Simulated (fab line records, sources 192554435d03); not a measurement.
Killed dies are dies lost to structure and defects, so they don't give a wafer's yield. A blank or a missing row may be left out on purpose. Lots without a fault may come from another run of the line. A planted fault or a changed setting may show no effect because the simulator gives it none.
A struck lot beside a sound one | flow n5_finfet | 14 steps out of a route of 1938
Sound: wafers L722.2, L722.3, L722.4. Struck: wafer L734.5. (L734.1, L734.2 of the same lot were not struck and are left out.) The cause comes at the end.
At each step with rows: each side's tool, then ch and its chambers, then its first start. Under that, the readings that differ: sound wafers | struck wafers | difference of the means | sigmas: that difference in standard deviations of wafers without a fault.
alike: readings whose means differ by less than 2 such deviations, and words and numbers that are the same on both sides. not compared: withheld readings, readings that some wafer has no value for, bounds like >300 that may hide the same value, and numbers for which the record gives no deviation and whose values overlap.
The two part at a step that has a row with sigmas, a row that says differs or no value, or rows on one side only. Numbers that don't overlap but have no deviation are shown without sigmas and don't part them. A reading that every wafer of one side lacks parts them only if that side has two wafers or more.

N5_BEOL_M15_ANNEAL_48: time 90 s.
  sound on rtp_anneal-01 ch 0, day 13 12:28; struck on rtp_anneal-01 ch 0, day 16 18:43
  alike: wafer_temp_C_max
then, 1 step without rows for these wafers: N5_BEOL_M15_CMP_49 (polishes, stops on SiO2, t overpolish 4.9 s, target thk 850 nm).
N5_BEOL_M15_THK_MEAS_50: measures by xrf.
  sound on film_metro-01, day 13 13:03; struck on film_metro-01, day 16 19:35
  alike: M15_THK
then, 1 step without rows for these wafers: N5_BEOL_M15_PRE_CLEAN_52 (time 15 s).
N5_BEOL_M15_DEP_53: deposits SiCN from 3MS/NH3, target thk 50 nm, time 17.8 s.
  sound on pecvd-04 ch 0,1, day 13 13:07; struck on pecvd-02 ch 1, day 16 19:39
  reading                         | sound             | struck | difference | sigmas
  showerhead_plenum_p_Torr (Torr) | 4.143 4.112 4.114 | 4.197  | +0.074     | +3
  alike: throttle_valve_pct
  not compared: since_wet_clean_h
N5_BEOL_M15_RS_MEAS_54: measures by four-point-probe.
  sound on film_metro-01, day 13 13:11; struck on film_metro-02, day 16 19:43
  alike: M15_RS
N5_BEOL_M15_INSPECT_55: inspects for defects (darkfield).
  sound on defect_inspect-02, day 13 13:13; struck on defect_inspect-01, day 16 19:45
  reading          | sound     | struck | difference | sigmas
  raw_defect_count | 103 72 57 | 139    | +62        | +2
N5_BEOL_M15_RC_MEAS_101:
  sound on prober-02 ch 0, day 13 13:23; struck on prober-02 ch 0, day 16 19:46
  reading           | sound                 | struck  | difference | sigmas
  COMB_M8 (S/m)     | 2.1e-11 2.4e-11 3e-11 | 3.8e-11 | +1.3e-11   | +3
  SERP_M10 (ohm/um) | 3.15 3.17 3.05        | 2.94    | -0.18      | -2
  SERP_M14 (ohm/um) | 0.157 0.164 0.161     | 0.169   | +0.008     | +2
  SERP_M9 (ohm/um)  | 3.08 3.11 3.14        | 2.96    | -0.15      | -2
  alike: COMB_M10, COMB_M11, COMB_M12, COMB_M13, COMB_M14, COMB_M15, COMB_M5, COMB_M6, COMB_M7, COMB_M9, SERP_M11, SERP_M12, SERP_M13, SERP_M5, SERP_M6, SERP_M7, SERP_M7_max_site, SERP_M8, SERP_M8_max_site
N5_PASSIVATION_PECVD_00: deposits SiO2 from SiH4/N2O, target thk 200 nm, time 11.2 s.
  sound on pecvd-03 ch 0,2, day 13 14:12; struck on pecvd-01 ch 1, day 16 20:44
  reading                | sound       | struck | difference | sigmas
  heater_power_w (W)     | 504 701 502 | 799    | +230       | +2
  throttle_valve_pct (%) | 48 54 48    | 59     | +9         | +3
  alike: showerhead_plenum_p_Torr
  not compared: since_wet_clean_h
N5_MIM_BOT_DEGAS_01: time 60 s.
  sound on pvd_sputter-02, day 13 15:25; struck on pvd_sputter-01, day 16 21:25
  alike: heater_power_w
then, 1 step without rows for these wafers: N5_MIM_BOT_SPUTTER_00 (material TiN, target thk 35 nm, time 89.7 s).
N5_MIM_TOP_ALD_00: deposits Al2O3, purge time 3 s, co reactant pulse time 3 s.
  sound on ald_hk-01 ch 0,1,2, day 13 15:34; struck on ald_hk-01 ch 1, day 16 21:34
  alike: precursor_pulse_height_rel
N5_MIM_TOP_ALD_01: deposits HfO2, target thk 5.6 nm, pulse time 1 s, purge time 3 s.
  sound on ald_hk-01 ch 0,1,2, day 13 15:00; struck on ald_hk-01 ch 1, day 16 21:00
  reading                                  | sound       | struck | difference | sigmas
  ald_cycles                               | 62 62 62    | 34     | -28        |
  model.HfO2_of_MIM_TOP_ALD_01.thk_nm (nm) | 5.6 5.6 5.6 | 3      | -3         |
  alike: precursor_pulse_height_rel
  not compared: since_wet_clean_h
then, 1 step without rows for these wafers: N5_MIM_TOP_ALD_02 (deposits Al2O3, purge time 3 s, co reactant pulse time 3 s).

WHERE THEY PART
First at N5_BEOL_M15_DEP_53; last, within this record, at N5_PASSIVATION_PECVD_00. Later steps at which nothing parts them and some readings are alike: N5_MIM_BOT_DEGAS_01, N5_MIM_TOP_ALD_00, N5_MIM_TOP_ALD_01.

WHY: what the simulator had put in
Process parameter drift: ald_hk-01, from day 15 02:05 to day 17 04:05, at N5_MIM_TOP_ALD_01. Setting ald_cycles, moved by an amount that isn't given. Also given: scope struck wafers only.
